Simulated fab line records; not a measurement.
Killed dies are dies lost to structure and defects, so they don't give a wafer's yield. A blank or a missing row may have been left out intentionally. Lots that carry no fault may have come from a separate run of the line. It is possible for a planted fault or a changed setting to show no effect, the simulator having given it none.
Which tool was responsible? + flow n5Finfet + 12 lots with 36 wafers sampled at 3 steps, on a route of 1938 steps

== WHAT THE GAUGES READ, wafer by wafer ==
N5_BEOL_M12_CD_MEAS_28: the cd target is 160.2 nm.
| lot  | measured     | on       | cdNm (nm)         |
|------|--------------|----------|-------------------|
| L074 | day 10 18:57 | cdSem-02 | 162.1 163.2 161.2 |
| L077 | day 11 12:47 | cdSem-03 | 162.6 161.1 162.2 |
| L079 | day 11 23:35 | cdSem-02 | 160.1 158.3 159.2 |
| L082 | day 13 00:33 | cdSem-03 | 160.5 160.6 159.9 |
| L083 | day 13 08:31 | cdSem-02 | 161.4 160.7 160.0 |
| L084 | day 13 17:38 | cdSem-03 | 160.9 161.4 159.9 |
| L086 | day 13 20:42 | cdSem-02 | 161.0 161.1 160.4 |
| L089 | day 14 18:44 | cdSem-02 | 159.9 161.1 162.8 |
| L090 | day 15 09:41 | cdSem-03 | 159.6 159.1 160.1 |
| L092 | day 15 14:23 | cdSem-02 | 161.6 161.6 161.6 |
| L095 | day 16 09:52 | cdSem-01 | 160.9 159.4 160.0 |
| L096 | day 16 15:11 | cdSem-01 | 159.9 162.3 158.9 |

== TOOL THAT RAN EACH LOT (tool first, then ch and the chambers of the sampled wafers, then the start) ==
| lot  | N5_BEOL_M11_CMP_52            | N5_BEOL_M12_STRIP_64                |
|------|-------------------------------|-------------------------------------|
| L074 | cmp-03 ch 0,2, day 10 17:07   | plasmaAsher-02 ch 1, day 10 18:28   |
| L077 | cmp-04 ch 1,2,3, day 11 10:35 | plasmaAsher-01 ch 0,1, day 11 12:11 |
| L079 | cmp-03 ch 0,1,2, day 11 21:25 | plasmaAsher-01 ch 0,1, day 11 23:07 |
| L082 | cmp-03 ch 0,2, day 12 22:34   | plasmaAsher-01 ch 0,1, day 13 00:05 |
| L083 | cmp-04 ch 2,3, day 13 06:18   | plasmaAsher-02 ch 0,1, day 13 07:56 |
| L084 | cmp-03 ch 2,3, day 13 15:20   | plasmaAsher-02 ch 0,1, day 13 17:03 |
| L086 | cmp-02 ch 1,2,3, day 13 18:26 | plasmaAsher-02 ch 0,1, day 13 20:06 |
| L089 | cmp-03 ch 0,1,3, day 14 16:43 | plasmaAsher-02 ch 0,1, day 14 18:08 |
| L090 | cmp-04 ch 0,1,2, day 15 07:56 | plasmaAsher-02 ch 0,1, day 15 09:14 |
| L092 | cmp-04 ch 1,2, day 15 12:19   | plasmaAsher-02 ch 0,1, day 15 13:56 |
| L095 | cmp-02 ch 1,2, day 16 08:02   | plasmaAsher-01 ch 0,1, day 16 09:23 |
| L096 | cmp-02 ch 0,2,3, day 16 13:10 | plasmaAsher-01 ch 0,1, day 16 14:42 |
- N5_BEOL_M11_CMP_52: polishes, stops on SiCOH lowk, t overpolish 7 s, target thk 140 nm.
- N5_BEOL_M12_STRIP_64: strips in N2/H2.

== THE ANSWER, worked out from the rows above alone ==
Rule: usual is defined by the lots themselves. Put in order of their means at a reading, lots are off if they are a third of the lots or fewer, leave a main group of 4 or more, and stand apart from it by a gap of 3 or more times the standard deviation of the main group's means; of several such gaps the widest counts. If all means in a main group match to the digits the tables above print for the reading, that group is not used. Also off: a lot with no number at a reading for which 4 or more lots have one. All remaining lots with rows at the step are treated as sound.
No lot is off on any of the readings shown, so nothing can be concluded from this.

== WHAT THE SIMULATOR HAD PUT IN ==
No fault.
